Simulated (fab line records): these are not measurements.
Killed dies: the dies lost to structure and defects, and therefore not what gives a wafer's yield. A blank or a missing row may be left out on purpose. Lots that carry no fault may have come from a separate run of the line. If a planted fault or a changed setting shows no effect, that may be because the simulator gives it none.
Split-lot trial / flow n5-finfet / 21 wafers read across 7 lots, on a route 1938 steps long

## THE SPLIT
At N5_BEOL_M4_EXPOSE_08 (exposes mask M4), the setting dose-mj was moved away from the recipe's 41.25 on 6 of the 21 wafers read, by -7.2% to +3.6%. For the rest of the wafers, this setting stayed at what the recipe calls for.

## FROM THE SPLIT TO THE READING: what the file shows between them, 2 steps
- N5_BEOL_M4_PEB_09: peb time 60 s
- N5_BEOL_M4_DEVELOP_10: develop time 30 s

## THE READING
cd-nm, in nm, at N5_BEOL_M4_CD_MEAS_11 (target cd 16.79 nm). Fault-free wafers of this fab line usually give 16.79 nm, standard deviation 0.24 nm.

wafer=L077.3; tool, chamber at the split=euv-scanner-02, 0; dose-mj as run=41.25; against the recipe=recipe; cd-nm, nm=16.90; against lot-mates on the recipe=-
wafer=L077.5; tool, chamber at the split=euv-scanner-02, 0; dose-mj as run=39.07; against the recipe=-5.3%; cd-nm, nm=15.44; against lot-mates on the recipe=-1.46
wafer=L077.6; tool, chamber at the split=euv-scanner-02, 0; dose-mj as run=39.07; against the recipe=-5.3%; cd-nm, nm=16.05; against lot-mates on the recipe=-0.85
wafer=L078.1; tool, chamber at the split=euv-scanner-02, 0; dose-mj as run=41.25; against the recipe=recipe; cd-nm, nm=16.75; against lot-mates on the recipe=-
wafer=L078.2; tool, chamber at the split=euv-scanner-02, 0; dose-mj as run=41.25; against the recipe=recipe; cd-nm, nm=16.73; against lot-mates on the recipe=-
wafer=L078.3; tool, chamber at the split=euv-scanner-02, 0; dose-mj as run=41.25; against the recipe=recipe; cd-nm, nm=17.07; against lot-mates on the recipe=-
wafer=L083.4; tool, chamber at the split=euv-scanner-02, 0; dose-mj as run=41.25; against the recipe=recipe; cd-nm, nm=16.50; against lot-mates on the recipe=-
wafer=L083.5; tool, chamber at the split=euv-scanner-02, 0; dose-mj as run=41.25; against the recipe=recipe; cd-nm, nm=16.87; against lot-mates on the recipe=-
wafer=L083.6; tool, chamber at the split=euv-scanner-02, 0; dose-mj as run=41.25; against the recipe=recipe; cd-nm, nm=16.32; against lot-mates on the recipe=-
wafer=L086.1; tool, chamber at the split=euv-scanner-02, 0; dose-mj as run=41.25; against the recipe=recipe; cd-nm, nm=16.89; against lot-mates on the recipe=-
wafer=L086.4; tool, chamber at the split=euv-scanner-02, 0; dose-mj as run=41.25; against the recipe=recipe; cd-nm, nm=17.32; against lot-mates on the recipe=-
wafer=L086.5; tool, chamber at the split=euv-scanner-02, 0; dose-mj as run=41.25; against the recipe=recipe; cd-nm, nm=16.59; against lot-mates on the recipe=-
wafer=L088.2; tool, chamber at the split=euv-scanner-02, 0; dose-mj as run=38.29; against the recipe=-7.2%; cd-nm, nm=15.17; against lot-mates on the recipe=-1.59
wafer=L088.3; tool, chamber at the split=euv-scanner-02, 0; dose-mj as run=41.25; against the recipe=recipe; cd-nm, nm=16.89; against lot-mates on the recipe=-
wafer=L088.5; tool, chamber at the split=euv-scanner-02, 0; dose-mj as run=41.25; against the recipe=recipe; cd-nm, nm=16.63; against lot-mates on the recipe=-
wafer=L087.1; tool, chamber at the split=euv-scanner-01, 0; dose-mj as run=42.73; against the recipe=+3.6%; cd-nm, nm=17.96; against lot-mates on the recipe=+0.88
wafer=L087.4; tool, chamber at the split=euv-scanner-01, 0; dose-mj as run=42.73; against the recipe=+3.6%; cd-nm, nm=17.65; against lot-mates on the recipe=+0.57
wafer=L087.6; tool, chamber at the split=euv-scanner-01, 0; dose-mj as run=41.25; against the recipe=recipe; cd-nm, nm=17.08; against lot-mates on the recipe=-
wafer=L092.2; tool, chamber at the split=euv-scanner-01, 0; dose-mj as run=41.25; against the recipe=recipe; cd-nm, nm=16.57; against lot-mates on the recipe=-
wafer=L092.3; tool, chamber at the split=euv-scanner-01, 0; dose-mj as run=39.89; against the recipe=-3.3%; cd-nm, nm=16.19; against lot-mates on the recipe=-0.64
wafer=L092.5; tool, chamber at the split=euv-scanner-01, 0; dose-mj as run=41.25; against the recipe=recipe; cd-nm, nm=17.10; against lot-mates on the recipe=-

THE FIT
A straight line over all 21 wafers: cd-nm changes by +0.227 nm for each +1% of dose-mj; r = +0.92; the points scatter about the line by 0.26 nm.
The same after taking each lot's own level away (the mean of its wafers on the recipe; 21 wafers): +0.214 nm for each +1%; r = +0.93; scatter 0.22 nm.
The reading moves by 1.5 nm for the largest change in dose-mj, on that fit.
The span of the lots' own levels, 16.563 to 17.080 nm, comes to 2.2 times the standard deviation stated above.
Consequently the slope shifts little with the lot-to-lot level, the two slopes agreeing.
Check: for one of the wafers moved furthest among these (-7.2%), held out of the fit, the line's prediction against its lot-mates is -1.52 nm. Against them it came out at -1.59 nm.

## THE OTHER SPLITS THESE WAFERS WENT THROUGH
Before the reading, these wafers also passed through other splits. Each is held against what the fit with the lots' levels taken away leaves over:
other split on the same wafers=N5_BEOL_M2_COAT_68 spin-rpm; wafers away from the commonest value=6; r with cd-nm (lot level and that fit taken away)=-0.14
other split on the same wafers=N5_BEOL_M2_ETCHBACK_99 time-s; wafers away from the commonest value=9; r with cd-nm (lot level and that fit taken away)=-0.17
other split on the same wafers=N5_BEOL_M2_TRENCH_ETCH_37 source-w; wafers away from the commonest value=8; r with cd-nm (lot level and that fit taken away)=-0.14
other split on the same wafers=N5_BEOL_M3_EXPOSE_25 dose-mj; wafers away from the commonest value=7; r with cd-nm (lot level and that fit taken away)=+0.35
other split on the same wafers=N5_BEOL_M4_COAT_73 spin-rpm; wafers away from the commonest value=5; r with cd-nm (lot level and that fit taken away)=+0.14

## THE WHOLE CHAIN: every reading that the file lists as answering this split, in the file's order
step=N5_BEOL_M4_CD_MEAS_11; what it does=target cd 16.79 nm; reading=cd-nm; change (the file's fit)=+0.215 nm for each +1% of the setting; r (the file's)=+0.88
step=N5_BEOL_M4_ETCH_74; what it does=etches underlayer in N2/H2, target depth 6.5 nm, time 5.2 s; reading=BEOL_M4.cd-offset-nm (the simulator's own value, which no gauge read); change (the file's fit)=+0.225 nm for each +1% of the setting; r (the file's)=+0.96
step=N5_BEOL_M4_ETCH_63; what it does=etches SiARC in CF4, target depth 15.6 nm, time 26 s; reading=BEOL_M4.cd-offset-nm (the simulator's own value, which no gauge read); change (the file's fit)=+0.214 nm for each +1% of the setting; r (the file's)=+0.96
step=N5_BEOL_M4_ETCH_64; what it does=etches SOC in N2/H2, target depth 75 nm, overetch 22.5 nm, time 121.9 s; reading=BEOL_M4.cd-offset-nm (the simulator's own value, which no gauge read); change (the file's fit)=+0.194 nm for each +1% of the setting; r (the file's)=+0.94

## FILE'S OWN FIT
cd-nm changes by +0.215 nm for each +1% of dose-mj, r = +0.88.
